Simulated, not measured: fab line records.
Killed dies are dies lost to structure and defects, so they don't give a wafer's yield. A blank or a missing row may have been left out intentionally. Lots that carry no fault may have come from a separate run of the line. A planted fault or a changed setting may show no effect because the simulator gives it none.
8D (eight disciplines) problem report, filled in by code ; flow nand_harc ; the parts of the form that need people (team, actions taken, sign-off) are left out

## 1. WHAT IS WRONG
At NHARC_A_BONDPAD_ETCH_12, rf_fwd_power_W averages 297.1 W over 6 wafers from 2 lots, while fault-free wafers read 496.7 W, standard deviation 1.7. That is -99 or more standard deviations from the usual mean.
The step: etches the open film in CHF3/O2, target depth 220 nm, time 110 s.
The first sign was on wafer L584.4 at day 30 17:55, on rie_diel-11. At this step, 42 wafers from 14 lots have a number in the record. Rule for "out", or "out of limits": more than 4 standard deviations from the usual mean. The other wafers with a number count as sound.

## 2. WHAT IT IS AND WHAT IT IS NOT
question;is;is not
which readings at this step;rf_fwd_power_W, oes_product_au;drypump_motor_current_A, rf_vpp_V, showerhead_plenum_p_Torr, throttle_valve_pct
which lots;L583, L584;L566, L567, L568, L569, L571, L572, L573, L574, L575, L576, L578, L582
which wafers of those lots;all that have a number;-
read on which tools;rie_diel-11;rie_diel-04
when;from day 30 17:55;up to then (36 sound wafers)

## 3. WHAT RULES OUT EACH SUSPECT
Counting: a tool at a process step up to the reading stays a suspect if it ran every lot that is out and no sound lot after the first of them.
- rie_diel-11 at NHARC_A_BONDPAD_ETCH_12 (etches the open film in CHF3/O2, target depth 220 nm, time 110 s): kept. It processed each lot that is out, first L584 at day 30 17:55, and no sound lot thereafter; up to then, the last sound lot it processed was L582 at day 29 18:04. Its own oes_product_au, rf_fwd_power_W readings are out on those wafers.
Remaining after the count: rie_diel-11 at NHARC_A_BONDPAD_ETCH_12.

## 4. THE CAUSE (what the simulator had put in)
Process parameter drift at NHARC_A_BONDPAD_ETCH_12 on rie_diel-11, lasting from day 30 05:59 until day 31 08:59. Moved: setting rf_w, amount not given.
Counting left only this tool.

## 5. SEQUENCE OF EFFECTS, ordered by route
Each row: a reading whose mean over the struck wafers that have a number lies more than 3 standard deviations from the usual. Only readings for which the record gives a usual standard deviation are gone through. hours: the time from each lot's start at the first step in this table that gives one to its start at this step, as a median over the lots. sigmas: the change in usual standard deviations.
hours;step;reading;usual;on struck wafers;change;sigmas
0;NHARC_A_BONDPAD_ETCH_12;oes_product_au;0.941 a.u.;0.721;-0.220;-9.6
0;NHARC_A_BONDPAD_ETCH_12;rf_fwd_power_W;496.7 W;297.1;-199.6;-99 or more
The process steps in it:
- NHARC_A_BONDPAD_ETCH_12: etches the open film in CHF3/O2, target depth 220 nm, time 110 s.

## 6. WHAT WOULD HAVE CAUGHT IT SOONER
12 hours passed between the start of the fault at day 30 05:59 and the first reading out of limits in this record, taken at day 30 17:55.
